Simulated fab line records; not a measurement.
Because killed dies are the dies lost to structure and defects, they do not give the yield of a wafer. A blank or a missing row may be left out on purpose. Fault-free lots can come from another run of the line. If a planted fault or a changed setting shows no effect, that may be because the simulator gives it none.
Matching of chambers :: flow nand_harc :: pecvd-01 running NHARC_A_CHANNEL_HOLE_D1_DEP_01: 3 sister chambers
The step deposits SiON, target thk 140 nm. 14 wafers are shown with their chamber, then 6 later ones without.

EACH WAFER AND ITS CHAMBER
wafer: L910.2
chamber: 1
heater_power_w (W): 747
susceptor_temp_C (C): 400.19

wafer: L910.4
chamber: 1
heater_power_w (W): 743
susceptor_temp_C (C): 399.97

wafer: L910.5
chamber: 2
heater_power_w (W): 620
susceptor_temp_C (C): 399.59

wafer: L912.1
chamber: 1
heater_power_w (W): 709
susceptor_temp_C (C): 399.95

wafer: L912.4
chamber: 0
heater_power_w (W): 737
susceptor_temp_C (C): 399.79

wafer: L912.5
chamber: 2
heater_power_w (W): 665
susceptor_temp_C (C): 400.12

wafer: L914.1
chamber: 2
heater_power_w (W): 654
susceptor_temp_C (C): 400.60

wafer: L914.3
chamber: 1
heater_power_w (W): 704
susceptor_temp_C (C): 399.85

wafer: L914.4
chamber: 2
heater_power_w (W): 674
susceptor_temp_C (C): 400.29

wafer: L915.2
chamber: 2
heater_power_w (W): 642
susceptor_temp_C (C): 399.86

wafer: L915.3
chamber: 0
heater_power_w (W): 872
susceptor_temp_C (C): 399.70

wafer: L915.4
chamber: 2
heater_power_w (W): 659
susceptor_temp_C (C): 400.23

wafer: L917.1
chamber: 2
heater_power_w (W): 644
susceptor_temp_C (C): 400.01

wafer: L917.4
chamber: 2
heater_power_w (W): 651
susceptor_temp_C (C): 400.06

SIGNATURES (means of the wafers above)
reading: heater_power_w
chamber 0: 804.50
chamber 1: 725.75
chamber 2: 651.12
scatter within a chamber: 33.7

reading: susceptor_temp_C
chamber 0: 399.7450
chamber 1: 399.9900
chamber 2: 400.0950
scatter within a chamber: 0.252
Rule: distance of a wafer from a chamber = root of the sum over the readings of ((wafer's reading minus chamber's mean) / reading's scatter) squared. The wafer belongs to the nearest chamber; if the next one is less than 2 further off, it can't be placed. The scatter: the root of (the sum of the squares of (reading less its chamber's mean) over the shown wafers, divided by (wafers less chambers)).

WAFERS MISSING THEIR CHAMBER
wafer: L917.6
heater_power_w (W): 721
susceptor_temp_C (C): 400.03

wafer: L925.2
heater_power_w (W): 649
susceptor_temp_C (C): 399.93

wafer: L926.2
heater_power_w (W): 661
susceptor_temp_C (C): 399.96

wafer: L931.1
heater_power_w (W): 648
susceptor_temp_C (C): 400.51

wafer: L931.3
heater_power_w (W): 936
susceptor_temp_C (C): 400.07

wafer: L931.4
heater_power_w (W): 648
susceptor_temp_C (C): 400.20

EACH ONE'S CHAMBER
wafer: L917.6
from the rows above: can't be placed: 1 or 2
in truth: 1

wafer: L925.2
from the rows above: can't be placed: 2 or 1
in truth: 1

wafer: L926.2
from the rows above: can't be placed: 2 or 1
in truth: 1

wafer: L931.1
from the rows above: can't be placed: 2 or 1
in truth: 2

wafer: L931.3
from the rows above: 0
in truth: 0

wafer: L931.4
from the rows above: 2
in truth: 2
Correctly placed: 2 of 6. These rows do not allow placing 4 (true chamber among the candidates in 4). Wrongly placed: 0.
